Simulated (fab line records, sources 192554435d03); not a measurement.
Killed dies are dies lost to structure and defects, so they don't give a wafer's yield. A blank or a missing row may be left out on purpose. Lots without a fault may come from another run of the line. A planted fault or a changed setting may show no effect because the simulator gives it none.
Split-lot experiment | flow n5_finfet | 7 lots, 21 wafers read, on a route of 1938 steps

THE SPLIT
At N5_WELL_APT_PEB_23 (peb time 90 s), the setting peb_temp_c was moved away from the recipe's 130 C on 6 of the 21 wafers read, by -2.8% to +2.8%. The other wafers ran this setting at the recipe's value.

FROM THE SPLIT TO THE READING: what the file shows between them, 2 steps
- N5_WELL_APT_DEVELOP_24: develop time 45 s (also split here: develop_time_s)
- N5_WELL_APT_HARDBAKE_29: time 120 s

THE READING
cd_nm, in nm, at N5_WELL_APT_CD_MEAS_25 (target cd 200 nm). Fault-free wafers of this fab line usually give 200.0 nm, standard deviation 2.1 nm.

wafer  | tool, chamber at the split | peb_temp_c as run, C | against the recipe | cd_nm, nm | against lot-mates on the recipe
L079.4 | litho_track-05, 0          | 130                  | recipe             | 198.8     | -
L079.5 | litho_track-05, 0          | 130                  | recipe             | 202.9     | -
L079.6 | litho_track-05, 0          | 130                  | recipe             | 203.2     | -
L080.3 | litho_track-02, 0          | 133.2                | +2.5%              | 214.9     | +15.2
L080.4 | litho_track-02, 0          | 133.2                | +2.5%              | 216.7     | +17.0
L080.5 | litho_track-02, 0          | 130                  | recipe             | 199.7     | -
L081.1 | litho_track-01, 0          | 130                  | recipe             | 200.7     | -
L081.2 | litho_track-01, 0          | 133.6                | +2.8%              | 218.6     | +17.9
L081.4 | litho_track-01, 0          | 133.6                | +2.8%              | 220.1     | +19.4
L084.2 | litho_track-02, 0          | 130                  | recipe             | 197.5     | -
L084.3 | litho_track-02, 0          | 130                  | recipe             | 195.2     | -
L084.5 | litho_track-02, 0          | 130                  | recipe             | 198.1     | -
L085.2 | litho_track-01, 0          | 130                  | recipe             | 201.3     | -
L085.5 | litho_track-01, 0          | 126.3                | -2.8%              | 178.2     | -23.2
L085.6 | litho_track-01, 0          | 130                  | recipe             | 201.5     | -
L090.1 | litho_track-01, 0          | 130                  | recipe             | 201.2     | -
L090.2 | litho_track-01, 0          | 130                  | recipe             | 200.5     | -
L090.5 | litho_track-01, 0          | 130                  | recipe             | 199.3     | -
L092.1 | litho_track-01, 0          | 126.7                | -2.5%              | 178.0     | -21.8
L092.3 | litho_track-01, 0          | 130                  | recipe             | 199.7     | -
L092.5 | litho_track-01, 0          | 130                  | recipe             | 200.0     | -

THE FIT
A straight line over all 21 wafers: cd_nm changes by +7.27 nm for each +1% of peb_temp_c; r = +0.98; the points scatter about the line by 2.1 nm.
The same after taking each lot's own level away (the mean of its wafers on the recipe; 21 wafers): +7.31 nm for each +1%; r = +0.99; scatter 1.5 nm.
On that fit, the largest move of peb_temp_c shifts the reading by 21 nm.
The lots' own levels span 196.93 to 201.63 nm, that is 2.2 times the standard deviation above.
So the lot-to-lot level changes the slope little: the two slopes agree.
Check: with one of the wafers moved furthest among these (-2.8%) left out of the fit, the line predicts -20.7 nm for it against its lot-mates. It came out at -23.2 nm against them.

OTHER SPLITS ON THESE WAFERS
These wafers also went through other splits before the reading. Each is held against what the fit with the lots' levels taken away leaves over:
other split on the same wafers        | wafers away from the commonest value | r with cd_nm (lot level and that fit taken away)
N5_WELL_APT_DEVELOP_24 develop_time_s | 8                                    | +0.10

THE WHOLE CHAIN: every reading that the file lists as answering this split, in the file's order
step                   | what it does             | reading                                                         | change (the file's fit)              | r (the file's)
N5_WELL_APT_CD_MEAS_25 | target cd 200 nm         | cd_nm                                                           | +7.53 nm for each +1% of the setting | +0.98
N5_WELL_APT_DESCUM_30  | chemistry O2, time 7.9 s | WELL_APT.cd_nm (the simulator's own value, which no gauge read) | +7.53 nm for each +1% of the setting | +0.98

THE FILE'S OWN FIT
cd_nm changes by +7.53 nm for each +1% of peb_temp_c, r = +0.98.
